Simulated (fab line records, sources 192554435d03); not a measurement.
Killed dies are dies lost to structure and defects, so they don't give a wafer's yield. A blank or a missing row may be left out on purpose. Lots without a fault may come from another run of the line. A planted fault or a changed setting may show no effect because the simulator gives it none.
Split-lot experiment | flow n5_finfet | 7 lots, 39 wafers read, on a route of 1938 steps

THE SPLIT
At N5_MIM_BOT_SPUTTER_00 (material TiN, target thk 35 nm, time 89.7 s), the setting target_thk_a was moved away from the recipe's 350 angstrom on 15 of the 39 wafers read, by -48.8% to +56.0%. The other wafers ran this setting at the recipe's value.

The reading is taken at the split's own step.

THE READING
TiN_of_MIM_BOT_SPUTTER_00.thk_nm (the simulator's own value, which no gauge read), in nm, at N5_MIM_BOT_SPUTTER_00 (material TiN, target thk 35 nm, time 89.7 s). The file gives no usual value for it. The 24 wafers here that ran the recipe average 34.7 nm, standard deviation 0.31 nm.

wafer  | tool, chamber at the split | target_thk_a as run, angstrom | against the recipe | TiN_of_MIM_BOT_SPUTTER_00.thk_nm, nm | against lot-mates on the recipe
L074.1 | pvd_sputter-03, -          | 350                           | recipe             | 35.2                                 | -
L074.4 | pvd_sputter-03, -          | 350                           | recipe             | 35.2                                 | -
L074.2 | pvd_sputter-03, -          | 545.9                         | +56.0%             | 54.2                                 | +19.3
L074.3 | pvd_sputter-03, -          | 545.9                         | +56.0%             | 54.4                                 | +19.5
L074.5 | pvd_sputter-03, -          | 350                           | recipe             | 34.4                                 | -
L074.6 | pvd_sputter-03, -          | 545.9                         | +56.0%             | 54.8                                 | +19.9
L079.1 | pvd_sputter-03, -          | 410.3                         | +17.2%             | 40.6                                 | +6.3
L079.2 | pvd_sputter-03, -          | 350                           | recipe             | 34                                   | -
L079.3 | pvd_sputter-03, -          | 410.3                         | +17.2%             | 40.8                                 | +6.5
L079.6 | pvd_sputter-03, -          | 410.3                         | +17.2%             | 40.8                                 | +6.5
L079.4 | pvd_sputter-03, -          | 350                           | recipe             | 34.6                                 | -
L079.5 | pvd_sputter-03, -          | 350                           | recipe             | 34.2                                 | -
L081.1 | pvd_sputter-02, -          | 484.8                         | +38.5%             | 48.2                                 | +13.3
L081.2 | pvd_sputter-02, -          | 350                           | recipe             | 34.8                                 | -
L081.5 | pvd_sputter-02, -          | 350                           | recipe             | 34.8                                 | -
L081.3 | pvd_sputter-02, -          | 484.8                         | +38.5%             | 48.8                                 | +13.9
L081.4 | pvd_sputter-02, -          | 484.8                         | +38.5%             | 48.4                                 | +13.5
L081.6 | pvd_sputter-02, -          | 350                           | recipe             | 35                                   | -
L082.1 | pvd_sputter-03, -          | 350                           | recipe             | 34.6                                 | -
L082.3 | pvd_sputter-03, -          | 350                           | recipe             | 34.6                                 | -
L082.2 | pvd_sputter-03, -          | 350                           | recipe             | 35                                   | -
L082.6 | pvd_sputter-03, -          | 350                           | recipe             | 35                                   | -
L082.4 | pvd_sputter-03, -          | 350                           | recipe             | 34.8                                 | -
L082.5 | pvd_sputter-03, -          | 350                           | recipe             | 34.4                                 | -
L083.2 | pvd_sputter-03, -          | 350                           | recipe             | 34.8                                 | -
L083.4 | pvd_sputter-03, -          | 350                           | recipe             | 34.8                                 | -
L083.3 | pvd_sputter-03, -          | 350                           | recipe             | 34.4                                 | -
L093.1 | pvd_sputter-01, -          | 350                           | recipe             | 34.8                                 | -
L093.3 | pvd_sputter-01, -          | 350                           | recipe             | 34.8                                 | -
L093.2 | pvd_sputter-01, -          | 350                           | recipe             | 35.4                                 | -
L093.4 | pvd_sputter-01, -          | 235.5                         | -32.7%             | 23.4                                 | -11.6
L093.6 | pvd_sputter-01, -          | 235.5                         | -32.7%             | 23.4                                 | -11.6
L093.5 | pvd_sputter-01, -          | 235.5                         | -32.7%             | 23.6                                 | -11.4
L095.1 | pvd_sputter-02, -          | 350                           | recipe             | 34.6                                 | -
L095.5 | pvd_sputter-02, -          | 350                           | recipe             | 34.6                                 | -
L095.2 | pvd_sputter-02, -          | 350                           | recipe             | 34.8                                 | -
L095.3 | pvd_sputter-02, -          | 179.2                         | -48.8%             | 17.2                                 | -17.5
L095.4 | pvd_sputter-02, -          | 179.2                         | -48.8%             | 17.4                                 | -17.3
L095.6 | pvd_sputter-02, -          | 179.2                         | -48.8%             | 17.4                                 | -17.3

THE FIT
A straight line over all 39 wafers: TiN_of_MIM_BOT_SPUTTER_00.thk_nm changes by +0.353 nm for each +1% of target_thk_a; r = +1.00; the points scatter about the line by 0.3 nm.
The same after taking each lot's own level away (the mean of its wafers on the recipe; 39 wafers): +0.353 nm for each +1%; r = +1.00; scatter 0.25 nm.
On that fit, the largest move of target_thk_a shifts the reading by 20 nm.
The lots' own levels span 34.27 to 35.00 nm, that is 2.3 times the standard deviation above.
So the lot-to-lot level changes the slope little: the two slopes agree.
Check: with one of the wafers moved furthest among these (+56.0%) left out of the fit, the line predicts +19.8 nm for it against its lot-mates. It came out at +19.3 nm against them.

OTHER SPLITS ON THESE WAFERS
These wafers also went through other splits before the reading. Each is held against what the fit with the lots' levels taken away leaves over:
other split on the same wafers     | wafers away from the commonest value | r with TiN_of_MIM_BOT_SPUTTER_00.thk_nm (lot level and that fit taken away)
N5_BEOL_M12_ETCH_59 target_depth_a | 9                                    | -0.03

THE FILE'S OWN FIT
TiN_of_MIM_BOT_SPUTTER_00.thk_nm changes by +0.353 nm for each +1% of target_thk_a, r = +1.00.
